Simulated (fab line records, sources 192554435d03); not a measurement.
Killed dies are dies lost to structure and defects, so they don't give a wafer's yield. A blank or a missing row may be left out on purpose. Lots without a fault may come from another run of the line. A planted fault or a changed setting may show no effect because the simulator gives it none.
fab line records | flow n5_finfet
record lots=10 wafers=28 last_day=17
route steps=1938 shown HKMG_FIN@433 BEOL_M4@1111 PASSIVATION@1936
lots that met no fault: from a run of the same line without faults
start_h: hours from the record's first day to the start of the lot's first wafer shown | wait_h: hours since the lot's step before | " the same as in the row above | L1.1+2: a row that stands for several wafers | - no value, or no start given | * or withheld: withheld | < > ~ a bound
route shown NAME@n: a module of which the file shows steps, and the number in the route of the first | usual: mean/standard deviation of fault-free wafers | same: alike in all rows | chamber/n: place in a boat | sites: the reading at each site | _std_site: their standard deviation | _edge_site: outer sites' mean less inner sites' | radius_mm: how far each site lies from the wafer's centre | mask NAME#n: copy n | behind: the tool/chamber that last shaped the wafer | hold: why the lot was held/for how many hours/how that ended | device: the transistor (n, p or np) that didn't switch | end of line: the same wafers' tests at the end of the route | a step without rows: its recipe alone | killed: dies lost to structure and defects at the first sort, not the wafer's yield | map: a wafer's dies, x killed, . not, _ none there
set.NAME: the setting as run; set.NAME@STEP: as run at that earlier step | model.NAME: the simulator's own value behind a step, which no gauge read
steps of the route over a sample of lots; a table a step, a row a wafer
services: from which hour (start_h, from the record's first day; less than 0 if before it) a tool's chamber was out of use, for how many hours, and why
## steps
# step N5_HKMG_FIN_DESCUM_17
# recipe chemistry=O2 time_s=7.9 source_power_w=50 bias_power_w=20 pressure_mtorr=20 rf_frequency_hz=2.712e+07 temp_c=40 resist=CAR-ArF o2_flow_sccm=225
# usual drypump_motor_current_A=5.66/0.28 oes_product_au=0.82/0.097 rf_vpp_V=243.1/1.5 showerhead_plenum_p_Torr=2.09/0.076 throttle_valve_pct=20.36/0.23
# columns lot.wafer tool chamber start_h wait_h drypump_motor_current_A oes_product_au rf_hours_counter_h rf_vpp_V showerhead_plenum_p_Torr throttle_valve_pct
L836.1 rie_diel-02 2 83.09 0.0 5.34 0.69 247 242.5 2.04 20.30
L836.3 " 3 " " 6.11 0.75 148 242.3 2.12 20.36
L836.5 " 1 " " 5.59 0.71 - 240.9 1.96 20.36
L837.2 rie_diel-01 0 86.14 0.0 5.71 0.89 23 241.0 2.05 20.41
L837.4 " 3 " " 5.53 0.68 220 242.4 1.99 20.31
L837.5 " 1 " " 5.49 0.68 - 244.8 2.14 20.48
L839.4 rie_diel-02 3 103.25 0.1 6.10 0.74 - 244.2 2.12 20.39
L839.5 " 1 " " 5.55 0.70 - 242.1 1.95 20.33
L839.6 " 0 " " 5.95 0.90 - 243.9 2.11 20.29
L845.1 rie_diel-06 2 136.52 0.0 5.12 0.92 20 244.4 2.15 20.45
L845.2 " 3 " " 5.28 0.86 52 244.4 2.03 20.55
L845.3 " 0 " " 5.70 0.75 150 241.3 2.00 20.82
L848.1 rie_diel-01 0 156.89 0.0 5.72 0.85 44 242.3 2.05 20.43
L848.2 " 2 " " 5.88 0.78 121 241.4 2.05 20.49
L850.1 rie_diel-06 1 166.20 0.0 5.96 0.91 48 245.4 2.22 20.16
L850.2 " 0 " " 5.71 0.74 159 240.9 2.00 20.84
L850.5 " 1 " " 5.97 0.90 - 246.9 2.22 20.14
L851.3 rie_diel-06 2 175.93 0.3 5.14 0.90 34 246.0 2.14 20.45
L851.5 " 2 " " 5.13 0.90 - 244.7 2.14 20.46
L851.6 " 3 " " 5.27 0.84 - 243.4 2.02 20.58
L852.1 rie_diel-01 1 183.13 0.0 5.55 0.97 5 243.2 2.13 20.08
L852.3 " 2 " " 5.82 0.77 131 243.4 2.05 20.50
L852.5 " 1 " " 5.51 0.97 - 244.6 2.13 20.10
L855.1 rie_diel-06 2 202.34 0.0 5.13 0.88 41 243.6 2.14 20.49
L855.4 " 3 " " 5.27 0.84 73 242.9 2.02 20.58
L857.2 rie_diel-02 1 211.95 0.3 5.60 0.92 28 244.0 2.20 19.93
L857.3 " 3 " " 6.12 0.71 198 243.4 2.10 20.45
L857.5 " 1 " " 5.59 0.91 - 244.6 2.20 19.92
# step N5_HKMG_FIN_ETCH_31
# recipe chemistry=CF4 target=SiARC target_depth_a=455 mask_material=CAR-ArF time_s=75.8 ion_energy_ev=80 pressure_mtorr=40 source_w=545 bias_w=36 Ar_flow_sccm=100 cf4_flow_sccm=100 ends=cleared
# usual cf4_flow_sccm=100.0/0.31 drypump_motor_current_A=5.66/0.28 etch_rf_on_time_s=75.2/2.6 oes_product_au=0.70/0.081 rf_vpp_V=184.0/1.2 showerhead_plenum_p_Torr=2.13/0.082 throttle_valve_pct=15.53/0.2
# columns lot.wafer tool chamber start_h wait_h cf4_flow_sccm drypump_motor_current_A etch_rf_on_time_s oes_product_au rf_hours_counter_h rf_vpp_V showerhead_plenum_p_Torr throttle_valve_pct
L836.1 rie_diel-02 2 83.13 0.0 100.3 5.35 73.7 0.59 247 183.9 2.09 15.60
L836.3 " 3 " " 100.3 6.11 74.7 0.65 148 183.1 2.13 15.44
L836.5 " 1 " " 99.8 5.56 76.8 0.59 - 183.3 2.05 15.80
L837.2 rie_diel-01 0 86.18 0.0 99.8 5.69 70.5 0.78 23 183.8 2.10 15.54
L837.4 " 3 " " 100.1 5.52 75.9 0.59 220 183.2 2.02 15.50
L837.5 " 1 " " 100.3 5.52 77.1 0.58 - 184.4 2.17 15.57
L839.4 rie_diel-02 3 103.29 0.0 99.9 6.10 75.5 0.64 - 183.2 2.13 15.45
L839.5 " 1 " " 99.6 5.58 77.3 0.59 - 181.9 2.04 15.84
L839.6 " 0 " " 99.6 5.96 74.7 0.76 - 185.4 2.17 15.52
L845.1 rie_diel-06 2 136.55 0.0 100.2 5.17 73.3 0.80 20 184.3 2.19 15.49
L845.2 " 3 " " 99.7 5.27 78.8 0.74 52 183.1 2.12 15.92
L845.3 " 0 " " 99.7 5.70 76.1 0.64 150 182.8 2.04 15.84
L848.1 rie_diel-01 0 156.93 0.0 99.4 5.68 69.7 0.76 44 183.1 2.10 15.60
L848.2 " 2 " " 100.0 5.85 78.5 0.65 121 182.4 2.07 15.35
L850.1 rie_diel-06 1 166.23 0.0 100.7 5.96 71.2 0.78 48 184.7 2.29 15.36
L850.2 " 0 " " 99.9 5.72 76.2 0.63 159 182.2 2.04 15.88
L850.5 " 1 " " 100.1 5.96 72.5 0.77 - 185.5 2.29 15.36
L851.3 rie_diel-06 2 175.97 0.0 99.9 5.15 73.9 0.77 34 184.7 2.18 15.52
L851.5 " 2 " " 99.9 5.13 74.6 0.77 - 185.0 2.18 15.53
L851.6 " 3 " " 100.1 5.28 79.3 0.71 - 181.9 2.11 15.95
L852.1 rie_diel-01 1 183.16 0.0 100.3 5.52 72.3 0.83 5 185.2 2.16 15.13
L852.3 " 2 " " 100.4 5.85 79.6 0.64 131 182.2 2.06 15.38
L852.5 " 1 " " 100.4 5.57 73.4 0.83 - 185.0 2.16 15.13
L855.1 rie_diel-06 2 202.38 0.0 99.8 5.12 74.5 0.75 41 185.2 2.18 15.53
L855.4 " 3 " " 99.9 5.29 79.9 0.70 73 181.9 2.11 15.96
L857.2 rie_diel-02 1 211.98 0.0 100.2 5.55 78.1 0.76 28 187.8 2.29 15.38
L857.3 " 3 " " 100.2 6.09 77.8 0.60 198 182.7 2.11 15.53
L857.5 " 1 " " 99.9 5.55 78.9 0.76 - 184.7 2.29 15.38
# step N5_HKMG_FIN_COAT_85
# recipe resist=SOC temp_c=250 time_s=60 spin_rpm=1500 resist_thk_nm=300
# usual spin_speed_rpm=1500.0/0.9
# columns lot.wafer tool chamber start_h wait_h spin_speed_rpm
L836.1 litho_track-02 0 84.34 0.2 1499.4
L836.3 " 0 " " 1499.3
L836.5 " 0 " " 1500.4
L837.2 litho_track-03 0 87.40 0.2 1499.6
L837.4 " 0 " " 1498.5
L837.5 " 0 " " 1500.9
L839.4 litho_track-05 0 104.54 0.2 1501.1
L839.5 " 0 " " 1500.5
L839.6 " 0 " " 1500.2
L845.1 litho_track-05 0 137.77 0.2 1499.5
L845.2 " 0 " " 1502.0
L845.3 " 0 " " 1499.4
L848.1 litho_track-03 0 158.17 0.2 1501.8
L848.2 " 0 " " 1501.2
L850.1 litho_track-03 0 167.45 0.2 1184.9
L850.2 " 0 " " 1185.1
L850.5 " 0 " " 1186.8
L851.3 litho_track-05 0 177.20 0.2 1498.7
L851.5 " 0 " " 1501.2
L851.6 " 0 " " 1500.7
L852.1 litho_track-03 0 184.38 0.2 1187.3
L852.3 " 0 " " 1185.2
L852.5 " 0 " " 1185.3
L855.1 litho_track-02 0 203.60 0.2 1500.0
L855.4 " 0 " " 1499.4
L857.2 litho_track-05 0 213.21 0.2 1498.5
L857.3 " 0 " " 1500.3
L857.5 " 0 " " 1499.8
# step N5_HKMG_FIN_ALD_71
# recipe material=TiN target_thk_a=10 temp_c=400 ald_precursor_family=TiCl4 ald_co_reactant=NH3 pulse_time_s=1 purge_time_s=3 co_reactant_purge_time_s=2 co_reactant_pulse_time_s=2 ald_cycles=47 pressure_torr=3
# usual heater_power_w=870/78 precursor_pulse_height_rel=1.004/0.021
# same purge_time_s=3
# columns lot.wafer tool chamber start_h wait_h heater_power_w precursor_pulse_height_rel
L836.1 ald_metal-03 2 85.15 0.0 828 1.017
L836.3 " 1 " " 803 0.997
L836.5 " 3 " " 931 1.045
L837.2 ald_metal-01 1 88.25 0.0 772 0.984
L837.4 " 2 " " 1062 1.037
L837.5 " 3 " " 965 1.004
L839.4 ald_metal-03 3 105.39 0.0 926 1.033
L839.5 " 1 " " 810 1.003
L839.6 " 2 " " 826 0.973
L845.1 ald_metal-01 1 138.61 0.0 785 1.002
L845.2 " 2 " " 1080 1.007
L845.3 " 3 " " 957 0.957
L848.1 ald_metal-03 3 159.25 0.0 936 1.001
L848.2 " 1 " " 803 1.031
L850.1 ald_metal-04 2 168.27 0.0 945 1.017
L850.2 " 1 " " 805 1.014
L850.5 " 1 " " 793 0.987
L851.3 ald_metal-03 1 177.98 0.0 815 1.003
L851.5 " 1 " " 825 1.033
L851.6 " 2 " " 863 0.996
L852.1 ald_metal-04 3 185.35 0.0 899 0.976
L852.3 " 1 " " 784 1.034
L852.5 " 1 " " 809 0.998
L855.1 ald_metal-04 1 204.41 0.0 780 1.017
L855.4 " 3 " " 861 1.004
L857.2 ald_metal-03 0 214.01 0.0 806 1.018
L857.3 " 3 " " 907 1.003
L857.5 " 0 " " 799 1.019
# step N5_BEOL_M4_RC_MEAS_101
# usual DIBL_N=36.2/2.2 DIBL_P=36.1/2.8 IOFF_N=0.16/0.041 IOFF_P=0.21/0.047 ION_N=676/16 ION_P=463/11 SS_N=71.6/0.78 SS_P=73.3/0.86 VT_N=249/3.8 VT_P=-251/3.9
# columns lot.wafer tool chamber start_h wait_h DIBL_N[mV/V] DIBL_P[mV/V] IOFF_N[nA/um] IOFF_P[nA/um] ION_N[uA/um] ION_P[uA/um] SS_N[mV/dec] SS_P[mV/dec] VT_N[mV] VT_P[mV]
L836.1 prober-02 0 176.70 0.0 38.8 38.8 0.20 0.24 703 474 72.0 73.3 248 -250
L836.3 " 0 " " 37.1 36.6 0.16 0.21 689 465 72.3 72.3 249 -251
L836.5 " 0 " " 37.7 37.8 0.17 0.22 686 468 72.0 73.2 251 -251
L837.2 prober-02 0 196.50 0.2 36.2 35.8 0.18 0.24 684 471 71.6 73.8 245 -246
L837.4 " 0 " " 35.3 35.2 0.15 0.22 675 465 71.0 73.2 252 -248
L837.5 " 0 " " 36.0 35.4 0.15 0.23 666 466 71.3 73.2 254 -249
L839.4 prober-01 0 201.09 0.5 36.8 40.0 0.19 0.24 678 465 71.8 74.2 247 -244
L839.5 " 0 " " 35.3 38.0 0.17 0.21 679 464 71.7 73.3 246 -251
L839.6 " 0 " " 33.9 35.4 0.13 0.17 655 446 71.1 73.2 253 -251
L845.1 prober-01 0 241.22 0.0 34.4 33.7 0.15 0.21 679 469 71.0 73.1 251 -248
L845.2 " 0 " " 35.1 32.9 0.17 0.20 708 478 71.5 72.3 246 -249
L845.3 " 0 " " 37.0 37.8 0.20 0.29 673 469 71.7 74.1 244 -246
L848.1 prober-01 0 246.21 0.0 40.1 40.9 0.24 0.29 682 467 73.4 75.0 244 -249
L848.2 " 0 " " 32.8 31.5 0.11 0.14 653 451 70.9 72.2 253 -257
L851.3 prober-01 0 276.42 0.3 39.1 38.1 0.18 0.22 672 461 72.0 73.4 249 -253
L851.5 " 0 " " 35.7 34.2 0.13 0.16 657 449 71.8 73.1 252 -256
L851.6 " 0 " " 38.9 39.0 0.19 0.24 678 456 72.1 74.0 247 -252
L850.1 prober-02 0 276.83 0.0 37.5 35.7 0.19 0.20 678 460 72.2 72.8 246 -251
L850.2 " 0 " " 32.0 31.0 0.10 0.15 654 454 70.3 71.6 255 -256
L850.5 " 0 " " 38.7 39.0 0.21 0.26 683 467 71.8 74.6 247 -248
L852.1 prober-02 0 282.79 0.0 34.3 35.4 0.12 0.22 670 465 71.2 73.6 252 -249
L852.3 " 0 " " 37.1 38.4 0.17 0.26 683 478 72.3 74.2 249 -246
L852.5 " 0 " " 38.3 38.5 0.17 0.25 677 470 72.5 74.3 248 -246
L855.1 prober-01 0 303.48 0.0 36.5 37.7 0.16 0.24 677 474 70.9 74.4 250 -249
L855.4 " 0 " " 38.7 38.0 0.18 0.24 679 467 71.6 74.2 252 -249
L857.2 prober-02 0 316.46 0.2 33.7 32.3 0.11 0.14 653 450 69.8 71.8 254 -255
L857.3 " 0 " " 33.2 31.3 0.10 0.14 664 453 70.4 71.6 256 -258
L857.5 " 0 " " 38.4 37.8 0.18 0.21 669 455 71.6 73.5 249 -254
# step N5_PASSIVATION_PROBE_49
# usual defect_limited_yield=91.4/1.4 killed_at_M0_to_M3=33/10 killed_at_M4_up=14/6.1 killed_at_contacts=14/6.1 killed_at_front_end=38/9.7 killed_at_other=3.1/2.9 killed_dies=102/17 killed_open=67/13 killed_short=32/8 sort_bin_5_function=5.1/0.94 sort_bin_6_memory=3.2/0.68 sort_n_pass=1078/17 sort_yield_pct=91.3/1.5
# same gross_dies=1180 killed_at_back_side=0 sort_bin_4_leakage[%]=0 sort_bin_8_speed[%]=0
# columns lot.wafer tool chamber start_h wait_h defect_limited_yield[%] killed_at_M0_to_M3 killed_at_M4_up killed_at_contacts killed_at_front_end killed_at_other killed_dies killed_open killed_short sort_bin_5_function[%] sort_bin_6_memory[%] sort_n_pass sort_yield_pct[%]
L836.1 prober-01 - 282.13 0.0 95.1 15 14 10 19 0 58 41 16 3.1 1.7 1122 95.1
L836.3 prober-01 - 282.23 0.1 91.8 27 10 16 38 6 97 69 28 4.2 3.6 1083 91.8
L836.5 prober-01 - 282.33 0.2 91.6 29 10 23 30 7 99 74 25 4.7 3.3 1081 91.6
L837.2 prober-01 - 296.12 0.1 90.4 42 11 9 48 3 113 79 32 5.2 3.6 1067 90.4
L837.4 prober-01 - 296.22 0.2 88.2 74 17 10 27 11 139 100 39 6.9 4.7 1041 88.2
L837.5 prober-01 - 296.27 0.2 91.7 43 12 7 36 0 98 76 22 4.9 3.1 1082 91.7
L839.4 prober-01 - 305.55 0.2 91.9 23 16 8 49 0 96 61 35 5.0 3.1 1084 91.9
L839.5 prober-01 - 305.60 0.2 91.1 32 21 12 40 0 105 67 38 5.1 3.6 1075 91.1
L839.6 prober-01 - 305.65 0.3 91.9 27 9 9 46 5 96 68 28 5.1 2.9 1084 91.9
L845.1 prober-02 - 352.11 0.0 89.2 31 21 31 44 0 127 93 33 6.2 4.2 1053 89.2
L845.2 prober-02 - 352.16 0.1 91.0 32 13 14 47 0 106 65 41 5.5 3.2 1074 91.0
L845.3 prober-02 - 352.21 0.1 89.1 43 15 26 44 1 129 87 42 6.6 4.1 1051 89.1
L848.1 prober-02 - 373.02 0.0 90.7 48 13 15 29 5 110 69 41 6.1 3.0 1070 90.7
L848.2 prober-02 - 373.07 0.1 95.3 22 9 7 15 2 55 36 19 3.1 1.4 1125 95.3
L850.1 prober-02 - 376.72 0.0 91.6 23 15 22 38 1 99 57 39 4.9 3.2 1081 91.6
L850.2 prober-02 - 376.77 0.1 90.6 39 16 9 39 8 111 69 37 5.3 3.6 1069 90.6
L850.5 prober-02 - 376.92 0.2 93.0 24 12 13 28 6 83 48 31 4.2 2.2 1097 93.0
L851.3 prober-02 - 390.30 0.1 91.8 27 33 9 26 2 97 63 29 5.3 2.3 1083 91.8
L851.5 prober-02 - 390.40 0.2 93.2 31 15 5 28 1 80 52 28 4.5 2.1 1100 93.2
L851.6 prober-02 - 390.45 0.3 89.6 48 33 7 32 3 123 86 35 6.6 3.5 1057 89.6
L852.1 prober-02 - 405.48 0.0 90.1 25 20 28 43 1 117 77 38 6.8 3.0 1063 90.1
L852.3 prober-02 - 405.58 0.1 89.7 32 18 16 53 2 121 87 33 5.9 4.0 1059 89.7
L852.5 prober-02 - 405.68 0.2 91.7 19 24 17 34 4 98 65 33 4.4 3.6 1082 91.7
L855.1 prober-01 - 408.18 0.0 93.6 25 12 11 24 4 76 43 31 4.1 2.2 1104 93.6
L855.4 prober-01 - 408.33 0.2 93.0 23 14 11 28 7 83 52 26 3.1 3.1 1097 93.0
L857.2 prober-01 - 419.06 0.1 91.4 29 18 11 41 3 102 67 34 5.3 2.8 1078 91.4
L857.3 prober-01 - 419.11 0.1 91.8 42 13 8 34 0 97 62 35 5.0 2.9 1083 91.8
L857.5 prober-01 - 419.21 0.2 91.9 27 16 17 36 0 96 58 38 4.7 3.1 1084 91.9
# killed by level:class
L836.1 MOL_CONTACT_COAG:geometric_particle:open=8 BEOL_M4:geometric_particle:open=5 BEOL_M0_SAQP:geometric_particle:open=4 BEOL_M1:geometric_particle:open=4 FIN_SAQP:geometric_particle:open=3 DUMMY_GATE:geometric_particle:open=3 GATE_CUT:geometric_particle:open=3 STARTING-WAFER:geometric_particle:short=3
L836.3 MOL_CONTACT_COAG:geometric_particle:open=13 BEOL_M0_SAQP:geometric_particle:open=10 STI_FIN_REVEAL:geometric_particle:open=8 BEOL_M0_SAQP:geometric_particle:short=8 DUMMY_GATE:geometric_particle:open=6 FIN_SAQP:geometric_particle:open=4 BEOL_M3:geometric_particle:open=4 STARTING-WAFER:geometric_particle:open=4
L836.5 MOL_CONTACT_COAG:geometric_particle:open=16 BEOL_M1:geometric_particle:open=12 STI_FIN_REVEAL:geometric_particle:open=9 MOL_CONTACT_COAG:geometric_particle:short=7 BEOL_M0_SAQP:geometric_particle:open=7 BEOL_M3:geometric_particle:open=4 STARTING-WAFER:geometric_particle:short=4 FIN_SAQP:geometric_particle:open=3
L837.2 FIN_SAQP:geometric_particle:open=20 BEOL_M2:geometric_particle:open=19 MOL_CONTACT_COAG:geometric_particle:open=8 BEOL_M0_SAQP:geometric_particle:open=7 BEOL_M0_SAQP:geometric_particle:short=6 DUMMY_GATE:geometric_particle:open=5 BEOL_M4:geometric_particle:open=5 DUMMY_GATE:geometric_particle:short=4
L837.4 BEOL_M2:geometric_particle:open=19 BEOL_M1:geometric_particle:open=18 BEOL_M3:geometric_particle:open=10 MOL_CONTACT_COAG:geometric_particle:open=10 STI_FIN_REVEAL:geometric_particle:open=9 FIN_SAQP:geometric_particle:open=7 BEOL_M2:geometric_particle:short=7 BEOL_M0_SAQP:geometric_particle:open=6
L837.5 BEOL_M2:geometric_particle:open=16 FIN_SAQP:geometric_particle:open=15 MOL_CONTACT_COAG:geometric_particle:open=7 BEOL_M0_SAQP:geometric_particle:short=7 FIN_SAQP:geometric_particle:short=6 BEOL_M6:geometric_particle:open=6 BEOL_M0_SAQP:geometric_particle:open=5 STI_FIN_REVEAL:geometric_particle:open=4
L839.4 FIN_SAQP:geometric_particle:short=12 BEOL_M4:geometric_particle:open=10 BEOL_M1:geometric_particle:open=7 STI_FIN_REVEAL:geometric_particle:open=6 MOL_CONTACT_COAG:geometric_particle:open=5 DUMMY_GATE:geometric_particle:open=4 GATE_CUT:geometric_particle:short=4 GATE_CUT:geometric_particle:open=4
L839.5 STI_FIN_REVEAL:geometric_particle:open=14 BEOL_M4:geometric_particle:open=14 BEOL_M0_SAQP:geometric_particle:open=9 BEOL_M0_SAQP:geometric_particle:short=8 MOL_CONTACT_COAG:geometric_particle:short=6 MOL_CONTACT_COAG:geometric_particle:open=6 FIN_SAQP:geometric_particle:short=4 DUMMY_GATE:geometric_particle:short=4
L839.6 STI_FIN_REVEAL:geometric_particle:open=14 MOL_CONTACT_COAG:geometric_particle:open=9 ILD0:geometric_particle:short=6 FIN_SAQP:geometric_particle:open=5 BEOL_M3:geometric_particle:open=5 DUMMY_GATE:geometric_particle:open=4 ILD0:geometric_particle:open=4 BEOL_M0_SAQP:geometric_particle:open=4
L845.1 MOL_CONTACT_COAG:geometric_particle:open=28 FIN_SAQP:geometric_particle:open=12 FIN_SAQP:geometric_particle:short=8 DUMMY_GATE:geometric_particle:open=7 BEOL_M3:geometric_particle:open=7 BEOL_M4:geometric_particle:open=7 GATE_CUT:geometric_particle:short=5 BEOL_M0_SAQP:geometric_particle:short=5
L845.2 FIN_SAQP:geometric_particle:short=15 MOL_CONTACT_COAG:geometric_particle:open=12 FIN_SAQP:geometric_particle:open=7 BEOL_M0:geometric_particle:open=7 BEOL_M0_SAQP:geometric_particle:short=6 STARTING-WAFER:geometric_particle:short=5 DUMMY_GATE:geometric_particle:open=4 BEOL_M3:geometric_particle:open=4
L845.3 MOL_CONTACT_COAG:geometric_particle:open=21 BEOL_M0_SAQP:geometric_particle:open=12 STI_FIN_REVEAL:geometric_particle:open=9 BEOL_M0_SAQP:geometric_particle:short=9 BEOL_M1:geometric_particle:open=8 MOL_CONTACT_COAG:geometric_particle:short=5 BEOL_M2:geometric_particle:open=5 BEOL_M4:geometric_particle:open=5
L848.1 BEOL_M2:geometric_particle:open=11 BEOL_M0_SAQP:geometric_particle:short=9 MOL_CONTACT_COAG:geometric_particle:open=9 BEOL_M0_SAQP:geometric_particle:open=7 MOL_CONTACT_COAG:geometric_particle:short=6 BEOL_M3:geometric_particle:open=6 BEOL_M4:geometric_particle:open=5 STI_FIN_REVEAL:geometric_particle:open=4
L848.2 MOL_CONTACT_COAG:geometric_particle:open=6 DUMMY_GATE:geometric_particle:open=5 BEOL_M1:geometric_particle:open=5 BEOL_M2:geometric_particle:open=4 DUMMY_GATE:geometric_particle:short=3 BEOL_M0_SAQP:geometric_particle:short=3 BEOL_M0_SAQP:geometric_particle:open=3 BEOL_M3:geometric_particle:short=3
L850.1 FIN_SAQP:geometric_particle:short=16 MOL_CONTACT_COAG:geometric_particle:open=15 MOL_CONTACT_COAG:geometric_particle:short=7 BEOL_M3:geometric_particle:open=7 FIN_SAQP:geometric_particle:open=5 BEOL_M0_SAQP:geometric_particle:short=5 DUMMY_GATE:geometric_particle:open=4 STI_FIN_REVEAL:geometric_particle:open=3
L850.2 MOL_CONTACT_COAG:geometric_particle:open=8 BEOL_M0_SAQP:geometric_particle:short=8 BEOL_M0_SAQP:geometric_particle:open=8 FIN_SAQP:geometric_particle:short=7 BEOL_M1:geometric_particle:open=7 BEOL_M2:geometric_particle:open=6 STI_FIN_REVEAL:geometric_particle:open=6 FIN_SAQP:geometric_particle:open=5
L850.5 MOL_CONTACT_COAG:geometric_particle:open=11 FIN_SAQP:geometric_particle:open=8 BEOL_M0_SAQP:geometric_particle:short=7 BEOL_M0_SAQP:geometric_particle:open=5 FIN_SAQP:geometric_particle:short=4 GATE_CUT:geometric_particle:short=4 BEOL_M4:geometric_particle:short=3 STI_FIN_REVEAL:geometric_particle:open=3
L851.3 BEOL_M4:geometric_particle:open=10 MOL_CONTACT_COAG:geometric_particle:open=8 BEOL_M0_SAQP:geometric_particle:open=8 BEOL_M5:geometric_particle:open=7 DUMMY_GATE:geometric_particle:open=6 BEOL_M0_SAQP:geometric_particle:short=6 DUMMY_GATE:geometric_particle:short=4 BEOL_M1:geometric_particle:open=4
L851.5 BEOL_M0_SAQP:geometric_particle:short=10 BEOL_M4:geometric_particle:open=7 BEOL_M0_SAQP:geometric_particle:open=6 BEOL_M2:geometric_particle:open=5 MOL_CONTACT_COAG:geometric_particle:open=5 STARTING-WAFER:geometric_particle:open=5 DUMMY_GATE:geometric_particle:open=4 BEOL_M1:geometric_particle:open=4
L851.6 BEOL_M4:geometric_particle:open=15 BEOL_M2:geometric_particle:open=12 BEOL_M0_SAQP:geometric_particle:open=11 BEOL_M4:geometric_particle:short=10 BEOL_M0_SAQP:geometric_particle:short=9 STI_FIN_REVEAL:geometric_particle:open=7 FIN_SAQP:geometric_particle:open=6 BEOL_M0:geometric_particle:open=6
L852.1 MOL_CONTACT_COAG:geometric_particle:open=23 FIN_SAQP:geometric_particle:open=12 FIN_SAQP:geometric_particle:short=8 BEOL_M0_SAQP:geometric_particle:open=7 BEOL_M1:geometric_particle:short=7 STI_FIN_REVEAL:geometric_particle:open=5 MOL_CONTACT_COAG:geometric_particle:short=5 BEOL_M4:geometric_particle:open=5
L852.3 STI_FIN_REVEAL:geometric_particle:open=14 MOL_CONTACT_COAG:geometric_particle:open=14 FIN_SAQP:geometric_particle:open=9 BEOL_M0_SAQP:geometric_particle:open=9 BEOL_M0_SAQP:geometric_particle:short=8 FIN_SAQP:geometric_particle:short=6 STARTING-WAFER:geometric_particle:open=6 BEOL_M3:geometric_particle:open=5
L852.5 MOL_CONTACT_COAG:geometric_particle:open=14 FIN_SAQP:geometric_particle:open=10 FIN_SAQP:geometric_particle:short=7 BEOL_M4:geometric_particle:open=7 DUMMY_GATE:geometric_particle:open=5 BEOL_M5:geometric_particle:open=5 STI_FIN_REVEAL:geometric_particle:open=4 STARTING-WAFER:geometric_particle:short=4
L855.1 MOL_CONTACT_COAG:geometric_particle:open=7 BEOL_M0_SAQP:geometric_particle:short=5 ILD0:geometric_particle:short=5 GATE_CUT:geometric_particle:short=5 BEOL_M0_SAQP:geometric_particle:open=5 BEOL_M3:geometric_particle:open=5 MOL_CONTACT_COAG:geometric_particle:short=4 BEOL_M4:geometric_particle:short=4
L855.4 BEOL_M0_SAQP:geometric_particle:open=7 STI_FIN_REVEAL:geometric_particle:open=6 MOL_CONTACT_COAG:geometric_particle:open=6 MOL_CONTACT_COAG:geometric_particle:short=5 BEOL_M0_SAQP:geometric_particle:short=5 BEOL_M2:geometric_particle:open=5 HKMG_FIN:area_etch=5 GATE_CUT:geometric_particle:short=4
L857.2 BEOL_M1:geometric_particle:open=10 FIN_SAQP:geometric_particle:open=9 FIN_SAQP:geometric_particle:short=8 STI_FIN_REVEAL:geometric_particle:open=8 BEOL_M0_SAQP:geometric_particle:open=7 BEOL_M4:geometric_particle:open=7 MOL_CONTACT_COAG:geometric_particle:open=6 GATE_CUT:geometric_particle:short=6
L857.3 BEOL_M2:geometric_particle:open=12 BEOL_M0_SAQP:geometric_particle:short=10 STI_FIN_REVEAL:geometric_particle:open=9 FIN_SAQP:geometric_particle:short=8 MOL_CONTACT_COAG:geometric_particle:open=8 BEOL_M0_SAQP:geometric_particle:open=6 BEOL_M4:geometric_particle:open=6 BEOL_M3:geometric_particle:open=5
L857.5 BEOL_M1:geometric_particle:open=13 MOL_CONTACT_COAG:geometric_particle:open=12 BEOL_M4:geometric_particle:open=12 STI_FIN_REVEAL:geometric_particle:open=9 FIN_SAQP:geometric_particle:short=7 BEOL_M0_SAQP:geometric_particle:short=7 GATE_CUT:geometric_particle:short=5 MOL_CONTACT_COAG:geometric_particle:short=5
## services
# columns tool chamber start_h hours kind
rie_diel-02 1 73.48 4.4 repair
rie_diel-01 - 76.56 0.5 repair
ald_metal-03 - 78.73 0.5 repair
rie_diel-02 2 91.30 - clean
rie_diel-02 2 91.30 - consumable_replace:focus_ring
rie_diel-02 2 91.30 27.5 scheduled_down
rie_diel-02 2 91.30 27.5 vent_cycle
ald_metal-01 2 92.61 1.7 repair
rie_diel-06 0 99.42 8.1 repair
ald_metal-04 - 111.18 8.7 pm
rie_diel-02 1 118.99 - clean
rie_diel-02 1 118.99 - consumable_replace:focus_ring
rie_diel-02 1 118.99 - consumable_replace:showerhead
rie_diel-02 1 118.99 17.1 scheduled_down
rie_diel-02 1 118.99 17.1 vent_cycle
ald_metal-04 - 126.75 1.7 repair
rie_diel-06 - 140.11 2.3 repair
rie_diel-01 0 144.40 8.7 repair
rie_diel-01 1 153.05 - clean
rie_diel-01 1 153.05 - consumable_replace:focus_ring
rie_diel-01 1 153.05 14.7 scheduled_down
ald_metal-03 0 181.49 5.2 repair
ald_metal-01 1 191.45 26.5 repair
ald_metal-01 - 209.37 6.0 pm
## key
first_sign step=N5_HKMG_FIN_COAT_85 reading=spin_speed_rpm direction=down sigmas=99+ usual=* struck=*
effect none on later readings
met_at N5_HKMG_FIN_COAT_85
struck_lots L850,L852
not_acting_at N5_HKMG_FIN_DESCUM_17,N5_HKMG_FIN_ETCH_31,N5_HKMG_FIN_ALD_71
onset_between 158.17 167.45
fault kind=process_parameter_drift tool=litho_track-03 chamber=- onset_h=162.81 steps=N5_HKMG_FIN_COAT_85 channel=spin_rpm offset=* shape=step end_h=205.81 acts_in=* stated=*
